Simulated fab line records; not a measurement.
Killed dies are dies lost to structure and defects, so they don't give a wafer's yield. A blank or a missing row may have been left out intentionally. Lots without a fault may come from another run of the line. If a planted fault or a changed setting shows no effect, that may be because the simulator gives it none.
fab line records ; flow n5-finfet
record lots=11; wafers=33; last-day=17
route steps=1938 shown BEOL_M9@1448 BEOL_M10@1475
lots untouched by any fault: they come from a run of this same line in which no faults occurred
start-h: hours from the record's first day to the start of the lot's first wafer shown ; wait-h: hours elapsed since this lot's preceding step ; " the same as in the row above ; L1.1+2: several wafers, shown together as one row ; - no value present, or no start provided ; * or withheld: withheld ; < > ~ a bound
route shown NAME@n: a module of which the file shows steps, and the number in the route of the first ; usual: mean/standard deviation taken from wafers without a fault ; same: alike in all rows ; chamber/n: place in a boat ; sites: the reading at each site ; _std_site: their standard deviation ; _edge_site: the outer-site mean with the inner-site mean subtracted ; radius-mm: how far each site lies from the wafer's centre ; mask NAME#n: copy n ; behind: the tool/chamber that last shaped the wafer ; hold: reason for holding the lot/hours on hold/outcome of the hold ; device: which transistor (n, p or np) failed to switch ; end of line: the route-end tests of the same wafers ; a step without rows: its recipe alone ; killed: the dies lost at the first sort to structure and to defects; this is not the yield of the wafer ; map: a wafer's dies, x killed, . not, _ none there
set.NAME: the run value of the setting; set.NAME@STEP: its run value at that earlier step ; model.NAME: the simulator's own value behind a step, which no gauge read
the route's steps for a sample of lots (tables are steps, rows are wafers)
services: when a tool's chamber went out of use (start-h, in hours from the record's first day, below 0 if earlier), for how many hours, and the reason
## steps
# step N5_BEOL_M9_STRIP_80
# recipe chemistry=N2/H2; time-s=10; power-w=450; temp-c=40; pressure-mtorr=20; rf-frequency-hz=6e+07; bias-power-w=7; n2-flow-sccm=200; h2-flow-sccm=200
# usual drypump-motor-current-A=5.7/0.53; oes-product-au=0.77/0.1; rf-vpp-V=59.2/0.77; showerhead-plenum-p-Torr=2.53/0.079; throttle-valve-pct=23.69/0.24
lot.wafer;tool;chamber;start-h;wait-h;drypump-motor-current-A;oes-product-au;rf-hours-counter-h;rf-vpp-V;showerhead-plenum-p-Torr;throttle-valve-pct
L756.1;rie-diel-04;2;-;-;5.5;0.75;180;59.9;2.63;23.59
L756.4;rie-diel-04;0;-;-;6.1;0.71;-;60.1;2.51;23.51
L756.5;rie-diel-04;1;-;-;6.6;0.76;-;58.0;2.43;23.98
L758.1;rie-diel-02;0;-;-;6.0;0.70;228;59.6;2.51;24.22
L758.3;rie-diel-02;2;-;-;5.6;0.74;150;58.7;2.55;23.37
L758.5;rie-diel-02;2;-;-;5.6;0.75;-;59.6;2.55;23.38
L760.1;rie-diel-04;3;-;-;5.6;0.97;8;60.4;2.70;23.54
L760.4;rie-diel-04;1;-;-;6.6;0.75;184;58.6;2.42;24.02
L760.5;rie-diel-04;1;-;-;6.6;0.75;-;58.6;2.42;24.02
L762.1;rie-diel-05;3;-;-;5.6;0.69;229;58.2;2.50;24.08
L762.2;rie-diel-05;0;-;-;5.4;0.67;244;58.2;2.50;23.76
L762.5;rie-diel-05;1;-;-;6.7;0.68;-;59.4;2.50;23.86
L764.2;rie-diel-04;0;-;-;6.1;0.69;217;58.3;2.50;23.54
L764.4;rie-diel-04;1;-;-;6.6;0.73;198;60.3;2.42;24.04
L764.5;rie-diel-04;1;-;-;6.6;0.73;-;58.7;2.42;24.02
L768.1;rie-diel-02;3;-;-;4.8;0.70;227;59.4;2.51;23.93
L768.3;rie-diel-02;2;-;-;5.6;0.72;176;59.5;2.54;23.40
L768.4;rie-diel-02;3;-;-;4.8;0.71;-;59.9;2.51;23.93
L774.1;rie-diel-05;2;-;-;5.5;0.86;41;57.4;2.48;23.51
L774.4;rie-diel-05;0;-;-;5.4;0.99;-;60.4;2.50;23.46
L774.5;rie-diel-05;1;-;-;6.7;0.67;-;59.6;2.49;23.87
L775.1;rie-diel-05;0;-;-;5.4;1.00;2;59.1;2.50;23.44
L775.4;rie-diel-05;2;-;-;5.5;0.86;-;58.7;2.48;23.52
L775.6;rie-diel-05;0;-;-;5.4;0.99;-;59.5;2.50;23.46
L778.1;rie-diel-05;3;-;-;5.6;0.68;242;57.4;2.50;24.08
L778.3;rie-diel-05;0;-;-;5.4;0.98;3;59.0;2.49;23.44
L778.5;rie-diel-05;3;-;-;5.6;0.69;-;59.8;2.50;24.08
L776.1;rie-diel-02;3;-;-;4.7;0.69;240;58.5;2.50;23.94
L776.5;rie-diel-02;3;-;-;4.8;0.69;-;59.4;2.50;23.96
L776.6;rie-diel-02;0;-;-;6.0;0.95;-;59.0;2.49;23.93
L777.3;rie-diel-05;3;-;-;5.6;0.69;245;59.3;2.50;24.10
L777.5;rie-diel-05;2;-;-;5.5;0.84;-;57.7;2.48;23.53
L777.6;rie-diel-05;3;-;-;5.6;0.68;-;58.9;2.50;24.09
# step N5_BEOL_M9_CURE_72
# recipe temp-c=370; time-s=120; ambient=DMADMS/He; material=SiCOH_lowk
# usual lamp-power-pct=52.32/0.057; wafer_temp_C_max=371.8/0.91
lot.wafer;tool;chamber;start-h;wait-h;lamp-power-pct;wafer_temp_C_max
L756.1;uv-cure-02;1;214.70;0.2;52.36;372.3
L756.4;uv-cure-02;1;214.70;0.2;52.38;372.1
L756.5;uv-cure-02;1;214.70;0.2;52.41;371.7
L758.1;uv-cure-01;0;230.39;0.0;52.32;371.4
L758.3;uv-cure-01;0;230.39;0.0;52.29;371.9
L758.5;uv-cure-01;0;230.39;0.0;52.14;371.4
L760.1;uv-cure-02;1;250.56;0.1;52.34;372.0
L760.4;uv-cure-02;1;250.56;0.1;52.25;371.9
L760.5;uv-cure-02;1;250.56;0.1;52.35;372.5
L762.1;uv-cure-03;0;284.68;0.0;52.31;373.2
L762.2;uv-cure-03;0;284.68;0.0;52.26;372.4
L762.5;uv-cure-03;0;284.68;0.0;52.27;372.6
L764.2;uv-cure-02;0;297.17;0.1;52.41;371.6
L764.4;uv-cure-02;0;297.17;0.1;52.28;371.2
L764.5;uv-cure-02;0;297.17;0.1;52.34;371.4
L768.1;uv-cure-01;1;314.26;0.0;52.34;370.9
L768.3;uv-cure-01;1;314.26;0.0;52.32;370.5
L768.4;uv-cure-01;1;314.26;0.0;52.33;371.2
L774.1;uv-cure-03;1;344.39;0.0;52.35;373.0
L774.4;uv-cure-03;1;344.39;0.0;52.40;372.4
L774.5;uv-cure-03;1;344.39;0.0;52.35;373.1
L775.1;uv-cure-01;1;346.46;0.0;52.27;370.8
L775.4;uv-cure-01;1;346.46;0.0;52.34;371.5
L775.6;uv-cure-01;1;346.46;0.0;52.29;371.6
L778.1;uv-cure-01;0;349.78;0.0;52.27;371.7
L778.3;uv-cure-01;0;349.78;0.0;52.34;371.3
L778.5;uv-cure-01;0;349.78;0.0;52.22;371.1
L776.1;uv-cure-03;2;354.91;0.0;52.35;371.4
L776.5;uv-cure-03;2;354.91;0.0;52.27;371.5
L776.6;uv-cure-03;2;354.91;0.0;52.28;371.6
L777.3;uv-cure-01;0;355.05;0.1;52.34;371.4
L777.5;uv-cure-01;0;355.05;0.1;52.32;371.2
L777.6;uv-cure-01;0;355.05;0.1;52.38;371.4
# step N5_BEOL_M9_ANNEAL_51
# recipe temp-c=225; time-s=90; ambient=N2
# usual wafer_temp_C_max=226.06/0.25
lot.wafer;tool;chamber;start-h;wait-h;wafer_temp_C_max
L756.1;rtp-anneal-01;0;217.45;0.1;225.71
L756.4;rtp-anneal-01;0;217.45;0.1;225.99
L756.5;rtp-anneal-01;0;217.45;0.1;225.91
L758.1;rtp-anneal-02;0;232.96;0.2;226.60
L758.3;rtp-anneal-02;0;232.96;0.2;226.40
L758.5;rtp-anneal-02;0;232.96;0.2;226.18
L760.1;rtp-anneal-01;0;251.78;0.1;225.75
L760.4;rtp-anneal-01;0;251.78;0.1;225.53
L760.5;rtp-anneal-01;0;251.78;0.1;225.83
L762.1;rtp-anneal-01;0;286.11;0.1;225.89
L762.2;rtp-anneal-01;0;286.11;0.1;225.67
L762.5;rtp-anneal-01;0;286.11;0.1;226.18
L764.2;rtp-anneal-01;0;299.87;0.1;225.90
L764.4;rtp-anneal-01;0;299.87;0.1;225.81
L764.5;rtp-anneal-01;0;299.87;0.1;225.88
L768.1;rtp-anneal-01;0;317.42;0.1;225.84
L768.3;rtp-anneal-01;0;317.42;0.1;225.55
L768.4;rtp-anneal-01;0;317.42;0.1;226.11
L774.1;rtp-anneal-01;0;346.79;0.5;225.95
L774.4;rtp-anneal-01;0;346.79;0.5;225.83
L774.5;rtp-anneal-01;0;346.79;0.5;226.18
L775.1;rtp-anneal-02;0;348.62;0.1;225.94
L775.4;rtp-anneal-02;0;348.62;0.1;226.04
L775.6;rtp-anneal-02;0;348.62;0.1;226.10
L778.1;rtp-anneal-02;0;352.48;0.5;226.30
L778.3;rtp-anneal-02;0;352.48;0.5;226.30
L778.5;rtp-anneal-02;0;352.48;0.5;225.82
L776.1;rtp-anneal-02;0;356.77;0.4;226.02
L776.5;rtp-anneal-02;0;356.77;0.4;226.03
L776.6;rtp-anneal-02;0;356.77;0.4;225.83
L777.3;rtp-anneal-01;0;357.01;0.6;226.18
L777.5;rtp-anneal-01;0;357.01;0.6;225.93
L777.6;rtp-anneal-01;0;357.01;0.6;225.95
# step N5_BEOL_M10_COAT_59
# recipe resist=SOC; temp-c=250; time-s=60; spin-rpm=1500; resist-thk-nm=100
# usual chill-plate-temp-C=23.01/0.097; resist-line-temp-C=23.01/0.11; spin-speed-rpm=1500.0/1
lot.wafer;tool;chamber;start-h;wait-h;chill-plate-temp-C;resist-line-temp-C;spin-speed-rpm
L756.1;litho-track-01;0;221.59;0.1;22.99;23.08;1499.8
L756.4;litho-track-01;0;221.59;0.1;22.85;23.05;1499.6
L756.5;litho-track-01;0;221.59;0.1;22.97;22.91;1500.0
L758.1;litho-track-02;0;235.36;0.1;22.93;23.02;1498.6
L758.3;litho-track-02;0;235.36;0.1;22.82;23.06;1499.6
L758.5;litho-track-02;0;235.36;0.1;22.90;23.00;1499.9
L760.1;litho-track-01;0;254.16;0.1;23.07;22.89;1499.1
L760.4;litho-track-01;0;254.16;0.1;22.97;22.98;1499.7
L760.5;litho-track-01;0;254.16;0.1;23.10;22.90;1498.6
L762.1;litho-track-03;0;289.03;0.1;22.90;22.77;1499.3
L762.2;litho-track-03;0;289.03;0.1;23.03;22.73;1499.5
L762.5;litho-track-03;0;289.03;0.1;22.97;22.92;1498.7
L764.2;litho-track-01;0;302.87;0.1;23.07;22.79;1499.4
L764.4;litho-track-01;0;302.87;0.1;23.03;22.96;1503.1
L764.5;litho-track-01;0;302.87;0.1;23.10;22.92;1500.0
L768.1;litho-track-03;0;320.31;0.1;22.96;22.93;1498.5
L768.3;litho-track-03;0;320.31;0.1;22.90;23.03;1500.0
L768.4;litho-track-03;0;320.31;0.1;22.93;22.83;1499.5
L774.1;litho-track-03;0;348.63;0.1;23.02;23.00;1499.8
L774.4;litho-track-03;0;348.63;0.1;23.19;23.02;1502.1
L774.5;litho-track-03;0;348.63;0.1;23.21;23.08;1499.1
L775.1;litho-track-03;0;350.89;0.1;22.98;22.83;1644.5
L775.4;litho-track-03;0;350.89;0.1;23.06;23.01;1644.4
L775.6;litho-track-03;0;350.89;0.1;23.01;22.86;1644.2
L778.1;litho-track-02;0;355.44;0.1;22.99;22.93;1500.0
L778.3;litho-track-02;0;355.44;0.1;23.07;22.90;1501.3
L778.5;litho-track-02;0;355.44;0.1;22.79;22.83;1499.5
L777.3;litho-track-03;0;358.99;0.1;22.99;23.05;1645.7
L777.5;litho-track-03;0;358.99;0.1;23.00;23.13;1644.2
L777.6;litho-track-03;0;358.99;0.1;23.13;23.09;1645.2
L776.1;litho-track-02;0;359.12;0.1;22.95;23.09;1500.8
L776.5;litho-track-02;0;359.12;0.1;22.99;23.11;1500.3
L776.6;litho-track-02;0;359.12;0.1;23.12;23.08;1501.5
## services
tool;chamber;start-h;hours;kind
uv-cure-01;-;191.61;6.0;pm
rie-diel-02;0;202.66;7.8;repair
rie-diel-02;2;206.69;6.6;repair
rie-diel-05;2;209.91;-;clean
rie-diel-05;2;209.91;-;consumable-replace:focus-ring
rie-diel-05;2;209.91;14.9;scheduled-down
rie-diel-05;2;209.91;14.9;vent-cycle
uv-cure-03;-;213.11;1.6;repair
uv-cure-02;-;238.24;6.0;pm
rie-diel-02;3;267.45;4.0;repair
uv-cure-03;-;271.63;2.1;pm
rie-diel-02;-;275.75;2.8;pm
uv-cure-03;-;287.93;0.3;repair
uv-cure-01;-;299.81;3.4;pm
uv-cure-02;-;305.01;7.5;pm
uv-cure-01;-;318.78;1.0;pm
rie-diel-05;0;325.56;-;clean
rie-diel-05;0;325.56;-;consumable-replace:focus-ring
rie-diel-05;0;325.56;16.5;scheduled-down
rie-diel-05;0;325.56;16.5;vent-cycle
uv-cure-01;-;331.47;2.3;repair
uv-cure-01;-;343.58;1.4;repair
rie-diel-05;1;347.76;-;clean
rie-diel-05;1;347.76;-;consumable-replace:focus-ring
## key
first-sign step=N5_BEOL_M10_COAT_59; reading=spin-speed-rpm; direction=up; sigmas=99+; usual=*; struck=*
effect none on later readings
met-at N5_BEOL_M10_COAT_59
struck-lots L775,L777
not-acting-at N5_BEOL_M9_STRIP_80,N5_BEOL_M9_CURE_72,N5_BEOL_M9_ANNEAL_51
onset-between 348.63 350.89
fault kind=process-parameter-drift; tool=litho-track-03; chamber=-; onset-h=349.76; steps=N5_BEOL_M10_COAT_59; channel=spin-rpm; offset=*; shape=step; end-h=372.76; acts-in=*; stated=*
